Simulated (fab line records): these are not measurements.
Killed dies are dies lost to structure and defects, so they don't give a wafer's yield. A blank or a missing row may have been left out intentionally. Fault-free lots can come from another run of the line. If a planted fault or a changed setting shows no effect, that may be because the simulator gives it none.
8D (eight disciplines) problem report, filled in by code :: flow n5 finfet :: the parts of the form that need people (team, actions taken, sign-off) are left out

== 1. THE PROBLEM ==
Wafers without a fault read 13, standard deviation 6; killed at contacts at N5_PASSIVATION_PROBE_49 reads a mean of 1083 on 9 wafers belonging to 3 lots. So: +99 or more standard deviations from the usual mean.
First observed at day 17 12:26: wafer L479.1, on prober-01. At this step, 16 wafers from 6 lots have a number in the record. The rule behind "out" and "out of limits": a value lying over 4 standard deviations away from the usual mean. The rest of the wafers with a number are treated as sound.

== 2. WHAT IT IS, WHAT IT ISN'T ==
question: which readings at this step
is: killed at contacts, killed dies, killed on rim
is not: killed_at_M4_up, killed at other

question: which lots
is: L479, L480, L481
is not: L484, L485, L486

question: which wafers of those lots
is: all that have a number
is not: -

question: read on which tools
is: prober-01, prober-02
is not: -

question: when
is: from day 17 12:26
is not: up to then (0 sound wafers); but 7 sound wafers of L484, L485, L486 came after

== 3. WHAT RULES OUT EACH SUSPECT ==
Counting: a tool stays on the suspect list if, at a process step up to the reading, it processed all lots that are out and no sound lot following the first of them.
- rie diel-03 at N5_MOL_CONTACT_COAG_STRIP_96 (strips in N2/H2): kept. It ran every lot that is out, first L479 (day 9 05:29), and no sound lot after that.
- rie diel-03 at N5_MOL_CONTACT_COAG_ETCH_47 (etches SiNx in CH3F/O2, stops on W, target depth 27 nm): kept. It ran every lot that is out, first L479 (day 9 05:32), and no sound lot after that.
Left after counting: rie diel-03 at N5_MOL_CONTACT_COAG_STRIP_96, rie diel-03 at N5_MOL_CONTACT_COAG_ETCH_47.

== 4. THE CAUSE (what the simulator had put in) ==
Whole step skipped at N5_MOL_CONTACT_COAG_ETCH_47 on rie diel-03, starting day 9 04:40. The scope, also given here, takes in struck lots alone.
Counting left 2 suspects, and this tool is among them.

== 5. THE CHAIN OF EFFECTS, in route order ==
Each row: a reading where the mean over the struck wafers with a number is more than 3 standard deviations away from the usual. Scope: only readings with a usual standard deviation given in the record; hours: median across lots of the time from each lot's start at the first step in this table that gives one to its start at this step; sigmas: change in usual standard deviations.
hours: 0
step: N5_PASSIVATION_PROBE_49
reading: killed at contacts
usual: 13
on struck wafers: 1083
change: +1070
sigmas: +99 or more

hours: 0
step: N5_PASSIVATION_PROBE_49
reading: killed dies
usual: 104
on struck wafers: 1180
change: +1076
sigmas: +57

hours: 0
step: N5_PASSIVATION_PROBE_49
reading: killed on rim
usual: 13
on struck wafers: 152
change: +139
sigmas: +36
Process steps it contains:
- N5_PASSIVATION_PROBE_49
Readings that are blank on the struck wafers while sound wafers have them: CH3F_flow_sccm at N5_MOL_CONTACT_COAG_ETCH_47; O2_flow_sccm at N5_MOL_CONTACT_COAG_ETCH_47; drypump motor current A at N5_MOL_CONTACT_COAG_ETCH_47; etch rf on time s at N5_MOL_CONTACT_COAG_ETCH_47; oes_o_777_au at N5_MOL_CONTACT_COAG_ETCH_47; oes product au at N5_MOL_CONTACT_COAG_ETCH_47; rf vpp V at N5_MOL_CONTACT_COAG_ETCH_47; showerhead plenum p Torr at N5_MOL_CONTACT_COAG_ETCH_47; and 1 more.

== 6. WHAT WOULD HAVE CAUGHT IT SOONER ==
First out-of-limits reading in this record: day 17 12:26, which is 200 hours after fault onset at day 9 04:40.
At N5_MOL_CONTACT_COAG_ETCH_47 the tool's readings are blank on the struck wafers, where sound wafers have them: an empty tool record is the first sign, and it was there at once.
All the lots that are out (3) had begun N5_MOL_CONTACT_COAG_ETCH_47 on rie diel-03 by day 17 12:26. Tool hold at that time: it would have spared none of them.
